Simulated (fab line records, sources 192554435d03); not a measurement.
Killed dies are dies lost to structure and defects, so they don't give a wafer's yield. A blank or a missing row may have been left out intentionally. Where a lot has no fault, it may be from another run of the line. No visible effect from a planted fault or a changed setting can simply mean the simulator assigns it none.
fab line records	flow n5Finfet
[record] lots = 7	wafers = 21
route steps=1938 shown WELL_APT@24 FIN_SAQP@100 DUMMY_GATE@225 SD_EPI_N@263 SD_EPI_P@321 SD_ACTIVATION@331 HKMG_FIN@402
startH: hours from the record's first day to the start of the lot's first wafer shown	waitH: how many hours have passed since the lot's step before this one	" the same as in the row above	L1.1+2: several wafers, shown together as one row	- no value present, or no start provided	* or withheld: withheld	< > ~ a bound
route shown NAME@n: NAME is a module with steps in the file, n the number in the route of the first one	usual: the fault-free wafers' mean and standard deviation	same: alike in all rows	chamber/n: place in a boat	sites: each site's reading	_std_site: their standard deviation	_edge_site: outer sites' mean less inner sites'	radiusMm: for every site, how far away it sits from the centre of the wafer	mask NAME#n: copy n	behind: the last tool/chamber to shape the wafer	hold: why the lot was held/for how many hours/how that ended	device: whichever transistor did not switch (one of n, p or np)	end of line: the tests these same wafers got at the end of their route	step lacking rows: just its recipe	killed: count of dies lost to structure and defects at first sort (not the wafer's yield)	map: a wafer's dies, marking killed ones x, the rest . and places with no die _
set.NAME: setting as actually run; set.NAME@STEP: the setting as run at that earlier step	model.NAME: the simulator's own value behind a step, which no gauge read
lots run with intentionally changed settings; tables by step, rows by wafer
[[steps]]
[step N5_WELL_APT_EXPOSE_05]
[recipe] maskId = NWELL	na = 0.8	sourceShape = conventional	sigmaOuter = 0.8	polarization = unpolarized	defocusNm = 0	targetCdNm = 200	doseMj = 20.3
lot.wafer	tool	chamber	startH	waitH	mask	set.doseMj
L077.1+2+3	krfScanner-02	0	31.60	-	NWELL#0	20.3
L081.1	krfScanner-02	0	55.64	-	NWELL#0	21.71
L081.4+5	"	0	"	"	NWELL#0	20.3
L084.4+6	krfScanner-01	0	74.14	-	NWELL#0	20.3
L084.5	"	0	"	"	NWELL#0	21.74
L086.1+5	krfScanner-02	0	85.57	-	NWELL#0	20.3
L086.3	"	0	"	"	NWELL#0	19.39
L088.4+5+6	krfScanner-02	0	97.40	-	NWELL#0	20.3
L091.1+2+5	krfScanner-01	0	115.39	-	NWELL#0	20.3
L094.1+3	krfScanner-01	0	133.51	-	NWELL#0	20.3
L094.5	"	0	"	"	NWELL#0	18.8
[step N5_WELL_APT_DEVELOP_07]
[recipe] developTimeS = 45	rinseLiquid = surfactantRinse	dry = airSpin	devTempC = 21
lot.wafer	tool	chamber	startH	waitH	set.developTimeS
L077.1+2+3	lithoTrack-03	0	-	-	45
L081.1+4+5	lithoTrack-04	0	-	-	45
L084.4+5+6	lithoTrack-03	0	-	-	45
L086.1+5	lithoTrack-04	0	-	-	36.62
L086.3	"	0	"	"	45
L088.4	lithoTrack-03	0	-	-	45
L088.5+6	"	0	"	"	36.33
L091.1+2+5	lithoTrack-03	0	-	-	45
L094.1+5	lithoTrack-05	0	-	-	39.36
L094.3	"	0	"	"	45
[step N5_WELL_APT_HARDBAKE_12]
[recipe] tempC = 130	timeS = 120
[step N5_WELL_APT_CD_MEAS_08]
[recipe] targetCdNm = 200	landingEnergyEv = 500	detector = seInlens
[usual] cdNm = 199.3/1.4
lot.wafer	tool	chamber	startH	waitH	set.doseMj@WELL_APT_EXPOSE_05	cdNm
L077.1	cdSem-01	0	31.77	-	20.3	200.6
L077.2	"	0	"	"	20.3	200.6
L077.3	"	0	"	"	20.3	202.2
L081.1	cdSem-02	0	55.81	-	21.71	211.3
L081.4	"	0	"	"	20.3	202.4
L081.5	"	0	"	"	20.3	199.7
L084.4	cdSem-03	0	74.30	-	20.3	199.4
L084.5	"	0	"	"	21.74	208.0
L084.6	"	0	"	"	20.3	200.3
L086.1	cdSem-01	0	85.75	-	20.3	195.5
L086.3	"	0	"	"	19.39	192.4
L086.5	"	0	"	"	20.3	198.8
L088.4	cdSem-02	0	97.56	-	20.3	202.6
L088.5	"	0	"	"	20.3	197.7
L088.6	"	0	"	"	20.3	197.6
L091.1	cdSem-03	0	115.56	-	20.3	198.9
L091.2	"	0	"	"	20.3	201.8
L091.5	"	0	"	"	20.3	197.9
L094.1	cdSem-01	0	133.68	-	20.3	199.3
L094.3	"	0	"	"	20.3	201.4
L094.5	"	0	"	"	18.8	187.4
[step N5_WELL_APT_DESCUM_13]
[recipe] chemistry = O2	timeS = 7.9	sourcePowerW = 50	biasPowerW = 20	pressureMtorr = 20	rfFrequencyHz = 2.712e+07	tempC = 40	o2FlowSccm = 225
lot.wafer	tool	chamber	startH	waitH	set.doseMj@WELL_APT_EXPOSE_05	model.WELL_APT.cdNm
L077.1+2	rieDiel-04	2,0	31.86	0.0	20.3	200.7
L077.3	"	3	"	"	20.3	202
L081.1	rieDiel-04	2	56.46	0.6	21.71	211.2
L081.4	"	0	"	"	20.3	202
L081.5	"	0	"	"	20.3	199.4
L084.4	rieDiel-06	2	74.39	0.0	20.3	199.2
L084.5	"	3	"	"	21.74	207.8
L084.6	"	2	"	"	20.3	200.2
L086.1	rieDiel-04	3	86.02	0.2	20.3	195.4
L086.3	"	0	"	"	19.39	192.5
L086.5	"	3	"	"	20.3	199.1
L088.4	rieDiel-04	3	97.64	0.0	20.3	202.5
L088.5	"	2	"	"	20.3	198.1
L088.6	"	3	"	"	20.3	197.7
L091.1	rieDiel-02	1	115.65	0.0	20.3	199.3
L091.2	"	3	"	"	20.3	202
L091.5	"	1	"	"	20.3	197.9
L094.1	rieDiel-06	3	133.81	0.1	20.3	198.8
L094.3	"	0	"	"	20.3	201.4
L094.5	"	0	"	"	18.8	187.5
[step N5_FIN_SAQP_PECVD_06]
[recipe] material = a-Si	targetThkA = 600	tempC = 400	precursor = SiH4/He	pressureTorr = 3	rfW = 100	timeS = 48.1
lot.wafer	tool	chamber	startH	waitH	set.timeS	model.a-Si_of_FIN_SAQP_PECVD_06.thkNm
L077.1	pecvd-04	0	39.55	0.0	52.54	64.12
L077.2	"	1	"	"	52.54	65.48
L077.3	"	1	"	"	48.1	59.89
L081.1	pecvd-02	0	64.05	0.0	42.97	53.51
L081.4	"	2	"	"	42.97	53.09
L081.5	"	1	"	"	48.1	59.93
L084.4	pecvd-02	0	81.53	0.0	48.1	59.38
L084.5	"	2	"	"	53.15	65.28
L084.6	"	1	"	"	53.15	65.47
L086.1	pecvd-02	2	93.96	0.0	43.53	53.15
L086.3	"	0	"	"	48.1	60.2
L086.5	"	2	"	"	48.1	60.79
L088.4	pecvd-01	1	105.30	0.0	41.34	51.47
L088.5	"	2	"	"	41.34	51.4
L088.6	"	0	"	"	48.1	61.63
L091.1	pecvd-01	2	122.97	0.0	48.1	59.75
L091.2	"	0	"	"	48.1	59.93
L091.5	"	0	"	"	48.1	61.32
L094.1	pecvd-02	1	141.02	0.0	54.71	66.63
L094.3	"	0	"	"	54.71	67.15
L094.5	"	0	"	"	48.1	59.75
[step N5_FIN_SAQP_THK_MEAS_07]
[usual] thkNm = 59.9/0.89
lot.wafer	tool	chamber	startH	waitH	set.timeS@FIN_SAQP_PECVD_06	thkNm
L077.1	filmMetro-01	-	39.69	0.1	52.54	64.1
L077.2	"	-	"	"	52.54	65.5
L077.3	"	-	"	"	48.1	59.9
L081.1	filmMetro-01	-	64.14	0.1	42.97	53.5
L081.4	"	-	"	"	42.97	53.1
L081.5	"	-	"	"	48.1	60.0
L084.4	filmMetro-01	-	81.60	0.0	48.1	59.4
L084.5	"	-	"	"	53.15	65.3
L084.6	"	-	"	"	53.15	65.5
L086.1	filmMetro-01	-	94.05	0.1	43.53	53.2
L086.3	"	-	"	"	48.1	60.2
L086.5	"	-	"	"	48.1	60.8
L088.4	filmMetro-02	-	105.36	0.0	41.34	51.5
L088.5	"	-	"	"	41.34	51.4
L088.6	"	-	"	"	48.1	61.6
L091.1	filmMetro-01	-	123.06	0.1	48.1	59.8
L091.2	"	-	"	"	48.1	59.9
L091.5	"	-	"	"	48.1	61.4
L094.1	filmMetro-01	-	141.11	0.1	54.71	66.6
L094.3	"	-	"	"	54.71	67.2
L094.5	"	-	"	"	48.1	59.7
[step N5_DUMMY_GATE_COAT_09]
[recipe] resist = CAR-EUV	spinRpm = 1500	resistThkNm = 30
lot.wafer	tool	chamber	startH	waitH	set.spinRpm	model.CAR-EUV_of_DUMMY_GATE_COAT_09.thkNm
L077.1+2+3	lithoTrack-03	0	-	-	1500	30
L081.1+4+5	lithoTrack-03	0	-	-	1500	30
L084.4	lithoTrack-02	0	-	-	1500	30.2
L084.5+6	"	0	"	"	1575	29.4
L086.1+5	lithoTrack-03	0	-	-	1500	30
L086.3	"	0	"	"	1500	30.2
L088.4	lithoTrack-03	0	-	-	1500	30
L088.5	"	0	"	"	1575	29.4
L088.6	"	0	"	"	1500	30.2
L091.1+2+5	lithoTrack-02	0	-	-	1500	30
L094.1	lithoTrack-02	0	-	-	1500	30
L094.3+5	"	0	"	"	1649	28.6
[step N5_DUMMY_GATE_EBR_11]
[recipe] solvent = PGMEA	ebrWidthMm = 1.5
[step N5_DUMMY_GATE_SOFTBAKE_10]
[recipe] tempC = 110	timeS = 60	resist = CAR-EUV
[step N5_DUMMY_GATE_DESCUM_20]
[recipe] chemistry = O2	timeS = 6.2	sourcePowerW = 50	biasPowerW = 20	pressureMtorr = 20	rfFrequencyHz = 2.712e+07	tempC = 40	resist = CAR-EUV	o2FlowSccm = 225
[step N5_DUMMY_GATE_ETCH_29]
[recipe] chemistry = N2/H2	target = underlayer	targetDepthA = 130	ionEnergyEv = 200	pressureMtorr = 30	sourceW = 840	biasW = 150	n2FlowSccm = 200	h2FlowSccm = 200
lot.wafer	tool	chamber	startH	waitH	set.spinRpm@DUMMY_GATE_COAT_09	model.CAR-EUV_of_DUMMY_GATE_COAT_09.thkNm
L077.1	rieDiel-01	2	65.13	0.0	1500	19.2
L077.2	"	0	"	"	1500	18.8
L077.3	"	1	"	"	1500	18.6
L081.1+5	rieDiel-01	0	90.46	0.0	1500	18.8
L081.4	"	1	"	"	1500	18.6
L084.4	rieDiel-01	1	107.49	0.0	1500	18.8
L084.5	"	1	"	"	1575	18
L084.6	"	0	"	"	1575	18.2
L086.1	rieDiel-03	3	120.10	0.0	1500	18.8
L086.3	"	0	"	"	1500	19.2
L086.5	"	3	"	"	1500	19
L088.4+6	rieDiel-03	1,3	131.60	0.0	1500	19
L088.5	"	2	"	"	1575	18.2
L091.1+2+5	rieDiel-01	3,0,0	148.19	0.0	1500	18.8
L094.1	rieDiel-05	2	165.28	0.0	1500	18.6
L094.3	"	1	"	"	1649	17.6
L094.5	"	2	"	"	1649	17.2
[step N5_SD_EPI_N_COAT_33]
[recipe] resist = SiARC	tempC = 220	timeS = 60	spinRpm = 1500	resistThkNm = 35
lot.wafer	tool	chamber	startH	waitH	set.spinRpm	model.SiARC_of_SD_EPI_N_COAT_33.thkNm
L077.1+2	lithoTrack-05	0	-	-	1500	35
L077.3	"	0	"	"	1567	34.2
L081.1+4+5	lithoTrack-04	0	-	-	1500	35
L084.4	lithoTrack-03	0	-	-	1607	34
L084.5	"	0	"	"	1607	33.8
L084.6	"	0	"	"	1500	35
L086.1+3+5	lithoTrack-03	0	-	-	1500	35.2
L088.4+5	lithoTrack-04	0	-	-	1500	35.2
L088.6	"	0	"	"	1571	34.4
L091.1+2+5	lithoTrack-04	0	-	-	1500	35
L094.1	lithoTrack-05	0	-	-	1500	35
L094.3	"	0	"	"	1407	36.2
L094.5	"	0	"	"	1500	35.2
[step N5_SD_EPI_N_PEB_07]
[recipe] pebTempC = 110	pebTimeS = 60	resist = CAR-ArF-block
lot.wafer	tool	chamber	startH	waitH	set.pebTimeS
L077.1+3	lithoTrack-03	0	68.07	0.1	47.72
L077.2	"	0	"	"	60
L081.1+5	lithoTrack-05	0	92.98	0.1	71.17
L081.4	"	0	"	"	60
L084.4+6	lithoTrack-03	0	109.52	0.0	60
L084.5	"	0	"	"	55.7
L086.1	lithoTrack-05	0	122.51	0.1	60
L086.3+5	"	0	"	"	54.77
L088.4+5	lithoTrack-05	0	133.86	0.0	65.98
L088.6	"	0	"	"	60
L091.1+2+5	lithoTrack-04	0	150.55	0.1	60
L094.1+3+5	lithoTrack-03	0	167.30	0.1	60
[step N5_SD_EPI_N_DEVELOP_08]
[recipe] developTimeS = 30	developer = TMAH	resist = CAR-ArF-block	devTempC = 23	rinseLiquid = diw	dry = airSpin
[step N5_SD_EPI_N_CD_MEAS_09]
[recipe] targetCdNm = 120	landingEnergyEv = 500	detector = seInlens
[usual] cdNm = 119.9/0.72
lot.wafer	tool	chamber	startH	waitH	set.pebTimeS@SD_EPI_N_PEB_07	cdNm
L077.1	cdSem-03	0	68.14	-	47.72	111.0
L077.2	"	0	"	"	60	120.6
L077.3	"	0	"	"	47.72	111.6
L081.1	cdSem-02	0	93.05	-	71.17	124.6
L081.4	"	0	"	"	60	120.8
L081.5	"	0	"	"	71.17	125.2
L084.4	cdSem-02	0	109.59	-	60	119.3
L084.5	"	0	"	"	55.7	118.1
L084.6	"	0	"	"	60	118.7
L086.1	cdSem-02	0	122.57	-	60	119.3
L086.3	"	0	"	"	54.77	116.9
L086.5	"	0	"	"	54.77	117.0
L088.4	cdSem-01	0	133.92	-	65.98	122.6
L088.5	"	0	"	"	65.98	122.0
L088.6	"	0	"	"	60	118.9
L091.1	cdSem-03	0	150.62	-	60	120.0
L091.2	"	0	"	"	60	119.3
L091.5	"	0	"	"	60	119.5
L094.1	cdSem-03	0	167.37	-	60	121.1
L094.3	"	0	"	"	60	121.5
L094.5	"	0	"	"	60	121.1
[step N5_SD_EPI_N_DESCUM_14]
[recipe] chemistry = O2	timeS = 7.9	sourcePowerW = 50	biasPowerW = 20	pressureMtorr = 20	rfFrequencyHz = 2.712e+07	tempC = 40	resist = CAR-ArF-block	o2FlowSccm = 225
lot.wafer	tool	chamber	startH	waitH	set.pebTimeS@SD_EPI_N_PEB_07	model.SD_EPI_N.cdNm
L077.1	rieDiel-02	1	68.42	0.2	47.72	111
L077.2	"	0	"	"	60	121
L077.3	"	3	"	"	47.72	111.6
L081.1	rieDiel-04	0	93.43	0.3	71.17	124.8
L081.4	"	1	"	"	60	120.8
L081.5	"	2	"	"	71.17	125
L084.4	rieDiel-04	2	109.69	0.0	60	119.2
L084.5	"	1	"	"	55.7	117.8
L084.6	"	0	"	"	60	118.8
L086.1	rieDiel-06	0	122.66	0.0	60	119.4
L086.3	"	2	"	"	54.77	116.8
L086.5	"	3	"	"	54.77	117
L088.4	rieDiel-06	3	134.12	0.1	65.98	122.6
L088.5	"	0	"	"	65.98	122
L088.6	"	2	"	"	60	119
L091.1	rieDiel-04	1	150.78	0.1	60	120
L091.2	"	2	"	"	60	119.4
L091.5	"	0	"	"	60	119.8
L094.1+3	rieDiel-02	0,2	167.46	0.0	60	121
L094.5	"	3	"	"	60	121.2
[step N5_SD_EPI_N_ETCH_34]
[recipe] chemistry = CF4	target = SiARC	targetDepthA = 455	maskMaterial = CAR-ArF-block	timeS = 75.8	ionEnergyEv = 80	pressureMtorr = 40	sourceW = 545	biasW = 36	Ar_flow_sccm = 100	cf4FlowSccm = 100	ends = cleared
lot.wafer	tool	chamber	startH	waitH	set.spinRpm@SD_EPI_N_COAT_33	model.etch.depthNm	model.CAR-ArF-block_of_SD_EPI_N_COAT_03.thkNm
L077.1	rieDiel-02	1	68.46	0.0	1500	35.09	111.4
L077.2	"	0	"	"	1500	34.94	111.8
L077.3	"	3	"	"	1567	34.21	112
L081.1	rieDiel-04	0	93.46	0.0	1500	35.08	111.6
L081.4	"	1	"	"	1500	34.97	111.2
L081.5	"	2	"	"	1500	35.02	111.8
L084.4	rieDiel-04	2	109.74	0.0	1607	33.91	113.4
L084.5	"	1	"	"	1607	33.79	113.4
L084.6	"	0	"	"	1500	35	112.4
L086.1	rieDiel-06	0	122.70	0.0	1500	35.17	112
L086.3	"	2	"	"	1500	35.15	112
L086.5	"	3	"	"	1500	35.13	112.2
L088.4	rieDiel-06	3	134.17	0.0	1500	35.12	110.4
L088.5	"	0	"	"	1500	35.19	110.4
L088.6	"	2	"	"	1571	34.33	111.2
L091.1	rieDiel-04	1	150.81	0.0	1500	35	110.8
L091.2	"	2	"	"	1500	34.99	110.8
L091.5	"	0	"	"	1500	34.97	110.8
L094.1	rieDiel-02	0	167.49	0.0	1500	35.04	111
L094.3	"	2	"	"	1407	36.2	110
L094.5	"	3	"	"	1500	35.1	111.4
[step N5_SD_EPI_P_EPI_21]
[recipe] material = SiGe:B	dopant = B	tempC = 550	pressureTorr = 20	ambient = H2	timeS = 355
lot.wafer	tool	chamber	startH	waitH	set.tempC	model.SiGe-B_of_SD_EPI_P_EPI_21.thkNm
L077.1	epiRpcvd-02	0	74.85	0.1	550	60.8
L077.2+3	"	0	"	"	546.3	56.2
L081.1	epiRpcvd-04	0	99.76	0.1	550	60
L081.4	"	0	100.84	1.1	550	60.2
L081.5	"	0	"	"	548.9	58.2
L084.4	epiRpcvd-01	0	116.72	1.1	550	60.4
L084.5	"	0	"	"	550	60.8
L084.6	"	0	"	"	550	60
L086.1	epiRpcvd-02	0	128.59	0.2	550	62
L086.3	"	0	"	"	550	62.4
L086.5	"	0	"	"	550	61.4
L088.4	epiRpcvd-01	0	141.24	1.1	551.4	63
L088.5	"	0	"	"	551.4	63.6
L088.6	"	0	"	"	550	61.6
L091.1	epiRpcvd-04	0	156.57	0.1	550	61
L091.2	"	0	"	"	550	60.8
L091.5	"	0	158.01	1.5	550	60.2
L094.1	epiRpcvd-04	0	173.99	0.1	550	61.2
L094.3	"	0	"	"	550	61.4
L094.5	"	0	"	"	550	60.8
[step N5_SD_EPI_P_HM_STRIP_48]
[recipe] chemistry = H3PO4	tempC = 160	material = SiNx	target = SiNx	targetDepthA = 30	overetchFraction = 0.3
lot.wafer	tool	chamber	startH	waitH	set.tempC@SD_EPI_P_EPI_21	model.SiGe-B_of_SD_EPI_P_EPI_21.thkNm
L077.1	wetBench-04	4	77.09	0.0	550	60.6
L077.2	"	5	"	"	546.3	55.8
L077.3	"	1	"	"	546.3	56
L081.1+4	wetBench-05	1,5	101.99	0.0	550	59.8
L081.5	"	2	"	"	548.9	57.8
L084.4	wetBench-05	0	117.87	0.0	550	60.2
L084.5	"	7	"	"	550	60.4
L084.6	"	6	"	"	550	59.8
L086.1	wetBench-01	7	131.55	0.0	550	61.6
L086.3	"	0	"	"	550	62
L086.5	"	6	"	"	550	61.2
L088.4	wetBench-04	1	142.40	0.0	551.4	62.6
L088.5	"	7	"	"	551.4	63.2
L088.6	"	6	"	"	550	61.4
L091.1	wetBench-01	4	158.81	0.0	550	60.8
L091.2	"	3	"	"	550	60.6
L091.5	"	1	"	"	550	59.8
L094.1	wetBench-04	0	176.22	0.0	550	61
L094.3	"	4	"	"	550	61.2
L094.5	"	7	"	"	550	60.6
[step N5_SD_ACTIVATION_LSA_01]
[recipe] tempC = 1080	timeS = 0.0008	ambient = N2
[usual] wafer_temp_C_max = 1086.8/2
lot.wafer	tool	chamber	startH	waitH	set.tempC	wafer_temp_C_max
L077.1	laserAnneal-02	0	77.45	0.2	1094	1099.1
L077.2	"	0	"	"	1080	1084.9
L077.3	"	0	"	"	1080	1085.1
L081.1	laserAnneal-02	0	102.35	0.2	1080	1085.9
L081.4	"	0	"	"	1080	1085.5
L081.5	"	0	"	"	1080	1085.5
L084.4	laserAnneal-01	0	118.38	0.2	1080	1088.5
L084.5	"	0	"	"	1080	1086.8
L084.6	"	0	"	"	1067	1075.3
L086.1	laserAnneal-01	0	132.09	0.3	1055	1064.4
L086.3	"	0	"	"	1055	1062.4
L086.5	"	0	"	"	1080	1088.2
L088.4	laserAnneal-01	0	142.90	0.2	1080	1090.3
L088.5	"	0	"	"	1080	1088.6
L088.6	"	0	"	"	1080	1087.3
L091.1	laserAnneal-01	0	159.17	0.2	1080	1090.0
L091.2	"	0	"	"	1080	1089.3
L091.5	"	0	"	"	1080	1086.3
L094.1	laserAnneal-02	0	176.87	0.2	1080	1084.2
L094.3	"	0	"	"	1080	1084.9
L094.5	"	0	"	"	1110	1115.8
[step N5_SD_ACTIVATION_RS_MEAS_03]
[recipe] thkMeasGauge = four-point-probe
[usual] RS_SD_N = 22.0/0.33	RS_SD_P = 56.2/0.92
lot.wafer	tool	chamber	startH	waitH	set.tempC@SD_EPI_P_EPI_21	set.tempC@SD_ACTIVATION_LSA_01	RS_SD_N[ohm/sq]	RS_SD_P[ohm/sq]
L077.1	filmMetro-01	-	77.65	0.2	550	1094	20.5	56.5
L077.2	"	-	"	"	546.3	1080	21.6	62.1
L077.3	"	-	"	"	546.3	1080	21.9	61.5
L081.1	filmMetro-02	-	102.56	0.2	550	1080	21.6	56.5
L081.4	"	-	"	"	550	1080	21.4	56.3
L081.5	"	-	"	"	548.9	1080	21.4	59.1
L084.4	filmMetro-02	-	118.55	0.1	550	1080	21.7	56.6
L084.5	"	-	"	"	550	1080	21.5	56.8
L084.6	"	-	"	"	550	1067	23.0	57.5
L086.1	filmMetro-02	-	132.30	0.2	550	1055	24.6	56.2
L086.3	"	-	"	"	550	1055	24.3	56.0
L086.5	"	-	"	"	550	1080	21.9	56.3
L088.4	filmMetro-01	-	143.07	0.1	551.4	1080	22.1	52.8
L088.5	"	-	"	"	551.4	1080	22.4	53.0
L088.6	"	-	"	"	550	1080	21.9	54.7
L091.1	filmMetro-02	-	159.38	0.2	550	1080	22.3	55.8
L091.2	"	-	"	"	550	1080	22.2	56.3
L091.5	"	-	"	"	550	1080	22.1	56.7
L094.1	filmMetro-02	-	177.08	0.2	550	1080	21.8	55.3
L094.3	"	-	"	"	550	1080	22.2	55.5
L094.5	"	-	"	"	550	1110	19.3	55.7
[step N5_HKMG_FIN_ETCH_54]
[recipe] chemistry = CF4	target = SiARC	targetDepthA = 455	maskMaterial = CAR-ArF	timeS = 75.8	ionEnergyEv = 80	pressureMtorr = 40	sourceW = 545	biasW = 36	Ar_flow_sccm = 100	cf4FlowSccm = 100	ends = cleared
[usual] etchRfOnTimeS = 75.5/1.7	rfVppV = 184.0/1.1
lot.wafer	tool	chamber	startH	waitH	set.sourceW	etchRfOnTimeS	rfVppV
L077.1	rieDiel-04	2	90.83	0.0	545	77.3	182.6
L077.2	"	1	"	"	545	72.7	183.3
L077.3	"	0	"	"	545	76.7	183.7
L081.1	rieDiel-06	2	115.51	0.0	545	75.0	183.8
L081.4	"	0	"	"	505.5	78.5	188.6
L081.5	"	2	"	"	545	75.3	183.2
L084.4	rieDiel-04	1	131.95	0.0	464.7	82.9	194.0
L084.5	"	3	"	"	545	75.8	184.2
L084.6	"	0	"	"	545	76.2	184.4
L086.1	rieDiel-02	2	145.51	0.0	499.6	83.4	190.1
L086.3	"	0	"	"	545	75.5	184.9
L086.5	"	1	"	"	499.6	81.5	189.7
L088.4	rieDiel-04	1	156.48	0.0	545	73.4	185.4
L088.5	"	1	"	"	571.2	70.2	181.3
L088.6	"	0	"	"	571.2	74.2	179.3
L091.1	rieDiel-02	0	172.20	0.0	545	76.6	184.2
L091.2	"	2	"	"	545	77.6	183.0
L091.5	"	2	"	"	545	77.3	184.3
L094.1	rieDiel-02	3	191.38	0.0	603.3	67.1	179.4
L094.3	"	2	"	"	545	77.5	183.7
L094.5	"	0	"	"	603.3	68.3	177.6
[[key]]
[split] step = N5_WELL_APT_EXPOSE_05	setting = doseMj	stated = 20.3	by = wafer
[response] step = N5_WELL_APT_CD_MEAS_08	reading = cdNm	change = +1.42	per = 1%	r = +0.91
[response] step = N5_WELL_APT_DESCUM_13	reading = model.WELL_APT.cdNm	change = +1.42	per = 1%	r = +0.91
[split] step = N5_WELL_APT_DEVELOP_07	setting = developTimeS	stated = 45	by = wafer
response none clear
[split] step = N5_FIN_SAQP_PECVD_06	setting = timeS	stated = 48.1	by = wafer
[response] step = N5_FIN_SAQP_PECVD_06	reading = model.a-Si_of_FIN_SAQP_PECVD_06.thkNm	change = +0.624	per = 1%	r = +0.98
[response] step = N5_FIN_SAQP_THK_MEAS_07	reading = thkNm	change = *	per = 1%	r = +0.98
[split] step = N5_DUMMY_GATE_COAT_09	setting = spinRpm	stated = 1500	by = wafer
[response] step = N5_DUMMY_GATE_COAT_09	reading = model.CAR-EUV_of_DUMMY_GATE_COAT_09.thkNm	change = -0.144	per = 1%	r = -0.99
[response] step = N5_DUMMY_GATE_ETCH_29	reading = model.CAR-EUV_of_DUMMY_GATE_COAT_09.thkNm	change = -0.131	per = 1%	r = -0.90
[split] step = N5_SD_EPI_N_COAT_33	setting = spinRpm	stated = 1500	by = wafer
[response] step = N5_SD_EPI_N_COAT_33	reading = model.SiARC_of_SD_EPI_N_COAT_33.thkNm	change = -0.167	per = 1%	r = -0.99
[response] step = N5_SD_EPI_N_ETCH_34	reading = model.etch.depthNm	change = -0.172	per = 1%	r = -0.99
[response] step = N5_SD_EPI_N_ETCH_34	reading = model.CAR-ArF-block_of_SD_EPI_N_COAT_03.thkNm	change = +0.153	per = 1%	r = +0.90
[split] step = N5_SD_EPI_N_PEB_07	setting = pebTimeS	stated = 60	by = wafer
[response] step = N5_SD_EPI_N_CD_MEAS_09	reading = cdNm	change = +0.329	per = 1%	r = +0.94
[response] step = N5_SD_EPI_N_DESCUM_14	reading = model.SD_EPI_N.cdNm	change = +0.341	per = 1%	r = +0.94
[split] step = N5_SD_EPI_P_EPI_21	setting = tempC	stated = 550	by = wafer
[response] step = N5_SD_EPI_P_EPI_21	reading = model.SiGe-B_of_SD_EPI_P_EPI_21.thkNm	change = +7.01	per = 1%	r = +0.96
[response] step = N5_SD_EPI_P_HM_STRIP_48	reading = model.SiGe-B_of_SD_EPI_P_EPI_21.thkNm	change = +7.08	per = 1%	r = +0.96
[response] step = N5_SD_ACTIVATION_RS_MEAS_03	reading = RS_SD_P	change = -8.23	per = 1%	r = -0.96
[split] step = N5_SD_ACTIVATION_LSA_01	setting = tempC	stated = 1080	by = wafer
[response] step = N5_SD_ACTIVATION_LSA_01	reading = wafer_temp_C_max	change = *	per = 1%	r = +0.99
[response] step = N5_SD_ACTIVATION_RS_MEAS_03	reading = RS_SD_N	change = -1.05	per = 1%	r = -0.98
[split] step = N5_HKMG_FIN_ETCH_54	setting = sourceW	stated = 545	by = wafer
[response] step = N5_HKMG_FIN_ETCH_54	reading = etchRfOnTimeS	change = *	per = 1%	r = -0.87
[response] step = N5_HKMG_FIN_ETCH_54	reading = rfVppV	change = -0.637	per = 1%	r = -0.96
